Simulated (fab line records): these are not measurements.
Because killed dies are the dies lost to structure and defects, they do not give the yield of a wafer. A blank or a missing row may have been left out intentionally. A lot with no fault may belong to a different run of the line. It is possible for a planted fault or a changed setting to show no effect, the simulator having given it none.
Chamber matching | flow n5 finfet | 3 sister chambers for N5_BEOL_M3_ILD_DEP_00 on pecvd-04
The step deposits SiOC from DEMS/O2, target thk 79 nm, time 15.3 s. 16 wafers are shown with their chamber, then 8 later ones without.

== WAFERS PAIRED WITH THEIR CHAMBERS ==
wafer  | chamber | throttle valve pct (%) | showerhead plenum p Torr (Torr) | heater power w (W)
L074.2 | 0       | 13.2                   | 5.685                           | 417
L074.5 | 2       | 11.5                   | 5.698                           | 421
L074.6 | 0       | 13.0                   | 5.682                           | 427
L077.1 | 2       | 11.6                   | 5.670                           | 395
L077.4 | 0       | 13.1                   | 5.678                           | 386
L077.5 | 1       | 12.0                   | 5.713                           | 446
L079.2 | 1       | 11.7                   | 5.732                           | 441
L079.4 | 0       | 13.5                   | 5.684                           | 437
L079.6 | 1       | 11.7                   | 5.703                           | 446
L081.1 | 2       | 11.3                   | 5.670                           | 419
L081.4 | 0       | 13.3                   | 5.675                           | 410
L081.5 | 1       | 11.7                   | 5.736                           | 475
L088.1 | 0       | 13.4                   | 5.669                           | 423
L088.4 | 1       | 11.6                   | 5.736                           | 470
L088.5 | 2       | 11.6                   | 5.673                           | 425
L090.2 | 1       | 11.8                   | 5.730                           | 552

SIGNATURES (means of the wafers above)
reading                  | chamber 0 | chamber 1 | chamber 2 | scatter within a chamber
throttle valve pct       | 13.250    | 11.750    | 11.500    | 0.159
showerhead plenum p Torr | 5.67883   | 5.72500   | 5.67775   | 0.0114
heater power w           | 416.67    | 471.67    | 415.00    | 28.9
Rule: for a wafer and a chamber, the distance is found by dividing, reading by reading, the gap between the wafer's reading and the chamber's mean by the reading's scatter, squaring, summing and taking the root. If the next closest chamber is less than 2 further off than the closest, the wafer can't be placed; otherwise it belongs to the closest. The scatter is the square root of a quotient: the sum, over the shown wafers, of each reading's squared deviation from its chamber's mean, divided by wafers minus chambers.

== WAFERS WHOSE CHAMBER IS MISSING ==
wafer  | throttle valve pct (%) | showerhead plenum p Torr (Torr) | heater power w (W)
L090.3 | 13.4                   | 5.675                           | 465
L090.6 | 13.5                   | 5.675                           | 467
L092.2 | 13.2                   | 5.681                           | 465
L092.4 | 11.7                   | 5.680                           | 443
L092.5 | 12.0                   | 5.728                           | 535
L093.2 | 13.3                   | 5.676                           | 481
L093.3 | 11.9                   | 5.681                           | 439
L093.5 | 13.6                   | 5.702                           | 462

== CHAMBER TAKEN BY EACH ==
wafer  | from the rows above     | in truth
L090.3 | 0                       | 0
L090.6 | 0                       | 0
L092.2 | 0                       | 0
L092.4 | 2                       | 2
L092.5 | 1                       | 1
L093.2 | 0                       | 0
L093.3 | can't be placed: 2 or 1 | 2
L093.5 | 0                       | 0
Placed correctly: 7 of 8. Unplaceable from these rows: 1, with the true chamber sitting among the candidates in 1. Number placed wrongly: 0.
